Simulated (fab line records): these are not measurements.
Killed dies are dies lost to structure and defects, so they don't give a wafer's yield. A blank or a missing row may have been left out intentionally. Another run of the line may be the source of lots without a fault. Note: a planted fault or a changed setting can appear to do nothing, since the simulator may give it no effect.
A struck lot beside a sound one    flow n5-finfet    37 out of 1938 route steps
Sound: the wafers L834.3, L834.5, L834.6. The struck wafers were L825.1, L825.4, L825.5. The cause is given at the end.
For every step that has rows: the tool of each side, followed by ch and its chambers, followed by its first start. Under that, the readings that differ: sound wafers    struck wafers    difference of the means    sigmas: that difference in standard deviations of wafers without a fault.
alike: words and numbers the same on both sides, and readings whose means are apart by under 2 such deviations; not compared: readings that were withheld, readings missing a value for some wafer, numbers with overlapping values and no deviation given by the record, and bounds like >300 which may hide the same value.
Wherever a step has rows on one side only, a row that says differs or no value, or a row with sigmas, the two part there. Numbers that don't overlap but have no deviation are shown without sigmas and don't part them. A reading missing from all wafers of one side parts the sides only when that side holds two or more wafers.

first, 9 steps without rows for these wafers: N5_BEOL_M4_ANNEAL_95 (time 240 s); N5_BEOL_M4_SPUTTER_96 (material Cu, target thk 4.5 nm, time 8.29 s); N5_BEOL_M4_ECD_50 (material Cu, target thk 300 nm); N5_BEOL_M4_ANNEAL_51 (time 90 s); N5_BEOL_M4_CMP_52 (polishes, stops on SiOC, t overpolish 6.8 s, target thk 40 nm); N5_BEOL_M4_PRE_CLEAN_60 (time 15 s); N5_BEOL_M4_CO_CAP_55 (material Co, precursor CCTBA/H2, target thk 2 nm, time 102.1 s); N5_BEOL_M4_PRE_CLEAN_56 (time 15 s); N5_BEOL_M4_DEP_57 (deposits SiCN from 3MS/NH3, target thk 8 nm, time 14 s).
N5_BEOL_M4_RC_MEAS_101:
  sound on prober-02 ch 0, day 12 10:55; struck on prober-01 ch 0, day 10 08:47
  alike: DIBL_N, DIBL_P, IOFF_N, IOFF_P, ION_N, ION_P, SS_N, SS_P, VT_N, VT_P
then, 24 steps without rows for these wafers: N5_BEOL_M5_ILD_DEP_00 (deposits SiCOH lowk from DEMS/porogen, target thk 140.64 nm, time 25.9 s); N5_BEOL_M5_CURE_79 (cures SiCOH lowk, time 240 s); N5_BEOL_M5_PECVD_70 (deposits SiO2 from TEOS/O2, target thk 16 nm, time 18 s); N5_BEOL_M5_HM_DEP_02 (deposits TiN, target thk 20 nm); N5_BEOL_M5_COAT_59 (time 60 s, resist thk 60 nm); N5_BEOL_M5_COAT_60 (time 60 s, resist thk 12 nm); N5_BEOL_M5_COAT_71 (time 60 s, resist thk 5 nm); N5_BEOL_M5_COAT_05 (resist thk 30 nm); N5_BEOL_M5_EBR_07; N5_BEOL_M5_SOFTBAKE_06 (time 60 s); N5_BEOL_M5_EXPOSE_08 (exposes mask M5, target cd 28 nm); N5_BEOL_M5_PEB_09 (peb time 60 s); N5_BEOL_M5_DEVELOP_10 (develop time 30 s); N5_BEOL_M5_DESCUM_16 (chemistry O2, time 7 s); N5_BEOL_M5_ETCH_72 (etches underlayer in N2/H2, target depth 6.5 nm, time 5.2 s); N5_BEOL_M5_ETCH_61 (etches SiARC in CF4, target depth 15.6 nm, time 26 s); N5_BEOL_M5_ETCH_62 (etches SOC in N2/H2, target depth 75 nm, overetch 15 nm, time 112.5 s); N5_BEOL_M5_STRIP_63 (strips in N2/H2); N5_BEOL_M5_STRIP_73 (strips in N2/H2); N5_BEOL_M5_STRIP_64 (strips in CF4); N5_BEOL_M5_HM_OPEN_17 (chemistry Cl2/BCl3, target TiN, target depth 20 nm, overetch 6 nm); N5_BEOL_M5_STRIP_19 (strips in O2); N5_BEOL_M5_COAT_65 (time 60 s, resist thk 60 nm); N5_BEOL_M5_COAT_66 (time 60 s, resist thk 12 nm).
N5_BEOL_M8_ETCH_65: etches SiARC in CF4, target depth 15.6 nm, time 26 s.
  sound on rie-diel-01 ch 1,2, day 14 01:27; struck on rie-diel-06 ch 1,3, day 11 15:51
  no value came back on the struck wafers for any of 8 readings (bias-w (W), cf4-flow-sccm (sccm) and others); on the sound wafers bias-w (W) reads 36.03 35.80 36.07
reading                                       sound           struck          difference  sigmas
model.CAR-EUV_of_BEOL_M8_COAT_22.thk-nm (nm)  11.2 11.2 11.4  20.4 20.4 20.2  +9.1        
  not compared: rf-hours-counter-h
N5_BEOL_M8_ETCH_66: etches SOC in N2/H2, target depth 80 nm, overetch 16 nm, time 120 s.
  sound on rie-diel-01 ch 1,2, day 14 01:29; struck on rie-diel-06 ch 1,3, day 11 15:53
reading                sound           struck          difference  sigmas
oes-product-au (a.u.)  0.66 0.54 0.66  0.28 0.27 0.26  -0.35       -5
  alike: bias-w, chamber-pressure-mTorr, drypump-motor-current-A, h2-flow-sccm, rf-vpp-V, showerhead-plenum-p-Torr, throttle-valve-pct
  not compared: rf-hours-counter-h
-- a jump in the record: the struck wafers' starts before and after are 3 days apart (it breaks off in module BEOL_M8 and resumes in module PASSIVATION, where the first step shown is number 1936 of the route) --
N5_PASSIVATION_PROBE_49:
  only the struck wafers here have rows in the record (prober-01, day 14 13:29); the sound ones have none

== WHERE THEY PART ==
Last at N5_PASSIVATION_PROBE_49 as far as this record goes, first at N5_BEOL_M8_ETCH_65.

WHY: what had been put in by the simulator
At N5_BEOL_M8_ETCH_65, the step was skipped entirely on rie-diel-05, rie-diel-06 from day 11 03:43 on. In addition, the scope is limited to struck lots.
